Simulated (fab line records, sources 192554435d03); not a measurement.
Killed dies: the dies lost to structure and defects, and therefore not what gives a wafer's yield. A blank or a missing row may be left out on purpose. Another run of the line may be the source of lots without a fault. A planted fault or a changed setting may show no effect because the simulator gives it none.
Split-lot study ; flow n5_finfet ; on a route of 1938 steps: 7 lots, 21 wafers read

ABOUT THE SPLIT
At N5_SDB_COAT_03 (time 60 s, resist thk 100 nm), the setting spin_rpm was moved away from the recipe's 1500 rpm on 9 of the 21 wafers read, by -7.0% to +9.5%. The other wafers ran this setting at the recipe's value.

FROM THE SPLIT TO THE READING: what the file shows between them, 9 steps
- N5_SDB_EXPOSE_08: exposes mask SDB (also split here: dose_mj)
- N5_SDB_PEB_09: peb time 60 s
- N5_SDB_DEVELOP_10: develop time 30 s
- N5_SDB_CD_MEAS_11: target cd 50 nm
- N5_SDB_DESCUM_16: chemistry O2, time 7.9 s
- N5_SDB_ETCH_17: etches SiARC in CF4, target depth 23.4 nm, time 39 s
- N5_SDB_ETCH_18: etches SOC in N2/H2, target depth 100 nm, overetch 20 nm, time 150 s
- N5_SDB_STRIP_19: strips in N2/H2
- N5_SDB_STRIP_21: strips in CF4

THE READING
SOC_of_SDB_COAT_03.thk_nm (the simulator's own value, which no gauge read), in nm, at N5_SDB_HM_OPEN_20 (chemistry CH3F/O2, target SiNx, stops on poly-Si, target depth 24 nm). No usual value for it is given in the file. Average 84.1 nm, standard deviation 0.37 nm, over the 12 wafers here run with the recipe.

wafer;tool, chamber at the split;spin_rpm as run, rpm;against the recipe;SOC_of_SDB_COAT_03.thk_nm, nm;against lot-mates on the recipe
L075.3;litho_track-05, 0;1500;recipe;84;-
L075.4;litho_track-05, 0;1500;recipe;83.8;-
L075.5;litho_track-05, 0;1564;+4.3%;82;-1.9
L080.2;litho_track-05, 0;1561;+4.1%;81.8;-2.2
L080.4;litho_track-05, 0;1500;recipe;84.4;-
L080.5;litho_track-05, 0;1500;recipe;83.6;-
L082.1;litho_track-03, 0;1642;+9.5%;78.6;-6.0
L082.3;litho_track-03, 0;1500;recipe;84.6;-
L082.4;litho_track-03, 0;1642;+9.5%;80.2;-4.4
L086.4;litho_track-04, 0;1408;-6.1%;87.4;+3.2
L086.5;litho_track-04, 0;1408;-6.1%;87.8;+3.6
L086.6;litho_track-04, 0;1500;recipe;84.2;-
L092.2;litho_track-05, 0;1500;recipe;84.4;-
L092.4;litho_track-05, 0;1500;recipe;84.4;-
L092.5;litho_track-05, 0;1500;recipe;84.4;-
L096.3;litho_track-05, 0;1620;+8.0%;79.4;-4.0
L096.4;litho_track-05, 0;1500;recipe;83.4;-
L096.5;litho_track-05, 0;1620;+8.0%;79.8;-3.6
L097.1;litho_track-05, 0;1500;recipe;83.8;-
L097.5;litho_track-05, 0;1500;recipe;83.8;-
L097.3;litho_track-05, 0;1395;-7.0%;87.4;+3.6

FIT RESULTS
A straight line over all 21 wafers: SOC_of_SDB_COAT_03.thk_nm changes by -0.526 nm for each +1% of spin_rpm; r = -0.98; the points scatter about the line by 0.44 nm.
The same after taking each lot's own level away (the mean of its wafers on the recipe; 21 wafers): -0.524 nm for each +1%; r = -0.99; scatter 0.35 nm.
That fit puts the effect of the largest move of spin_rpm on the reading at 5 nm.
The span of the lots' own levels, 83.40 to 84.60 nm, comes to 3.3 times the standard deviation stated above.
Hence the lot-to-lot level has little effect on the slope; both slopes agree.
Check: -4.64 nm against its lot-mates is what the line predicts for one of the wafers moved furthest among these (+9.5%) when that wafer is left out of the fit. Against them it came out at -6 nm.

FURTHER SPLITS ON THESE WAFERS
Note: prior to the reading, these wafers also went through further splits. Each is held against what the fit with the lots' levels taken away leaves over:
other split on the same wafers;wafers away from the commonest value;r with SOC_of_SDB_COAT_03.thk_nm (lot level and that fit taken away)
N5_SD_EPI_P_EPI_21 time_s;7;+0.56
N5_SDB_EXPOSE_08 dose_mj;6;+0.12

THE WHOLE CHAIN: every reading that the file lists as answering this split, in the file's order
step;what it does;reading;change (the file's fit);r (the file's)
N5_SDB_COAT_03;time 60 s, resist thk 100 nm;SOC_of_SDB_COAT_03.thk_nm (the simulator's own value, which no gauge read);-0.491 nm for each +1% of the setting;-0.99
N5_SDB_ETCH_18;etches SOC in N2/H2, target depth 100 nm, overetch 20 nm, time 150 s;etch.depth_nm (the simulator's own value, which no gauge read);-0.493 nm for each +1% of the setting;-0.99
N5_SDB_HM_OPEN_20;chemistry CH3F/O2, target SiNx, stops on poly-Si, target depth 24 nm;SOC_of_SDB_COAT_03.thk_nm (the simulator's own value, which no gauge read);-0.519 nm for each +1% of the setting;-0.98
N5_SDB_STRIP_22;strips in N2/H2;strip_time_to_endpoint_s;withheld for each +1% of the setting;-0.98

FILE'S OWN FIT
SOC_of_SDB_COAT_03.thk_nm changes by -0.519 nm for each +1% of spin_rpm, r = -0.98.
